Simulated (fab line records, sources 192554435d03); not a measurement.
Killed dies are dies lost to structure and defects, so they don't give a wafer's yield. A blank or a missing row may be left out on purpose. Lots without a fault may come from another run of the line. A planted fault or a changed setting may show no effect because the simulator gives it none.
Chamber matching | flow n5_finfet | N5_BEOL_M4_ETCH_70 on rie_diel-02: 4 sister chambers
The step etches SOC in N2/H2, target depth 80 nm, overetch 24 nm, time 130 s. 4 wafers are shown with their chamber, then 8 later ones without.

WAFERS WITH THEIR CHAMBER
wafer  | chamber | drypump_motor_current_A (A)
L083.4 | 3       | 5.2
L083.5 | 2       | 6.7
L086.5 | 0       | 6.2
L090.2 | 1       | 5.8

WAFERS WITHOUT THEIR CHAMBER
wafer  | drypump_motor_current_A (A)
L090.3 | 6.2
L090.5 | 6.1
L093.3 | 6.2
L093.5 | 6.2
L093.6 | 5.2
L094.2 | 5.2
L094.3 | 6.2
L094.5 | 5.2

WHICH CHAMBER EACH WENT THROUGH
wafer  | from the rows above | in truth
L090.3 | 0                   | 0
L090.5 | 0                   | 0
L093.3 | 0                   | 0
L093.5 | 0                   | 0
L093.6 | 3                   | 3
L094.2 | 3                   | 3
L094.3 | 0                   | 0
L094.5 | 3                   | 3
Placed correctly: 8 of 8. Can't be placed from these rows: 0. Placed wrongly: 0.
How it was worked out, from the rows above alone: a wafer's distance from a chamber is the root of the sum, over the readings, of the square of ((its reading less the chamber's mean) divided by the reading's scatter). The wafer belongs to the nearest chamber; if the next one is less than 2 further off, it can't be placed. A chamber's mean is the mean of its shown wafers. The scatter: with one shown wafer a chamber, the root of the mean of the squares of how far each hidden wafer lies from its nearest shown one.
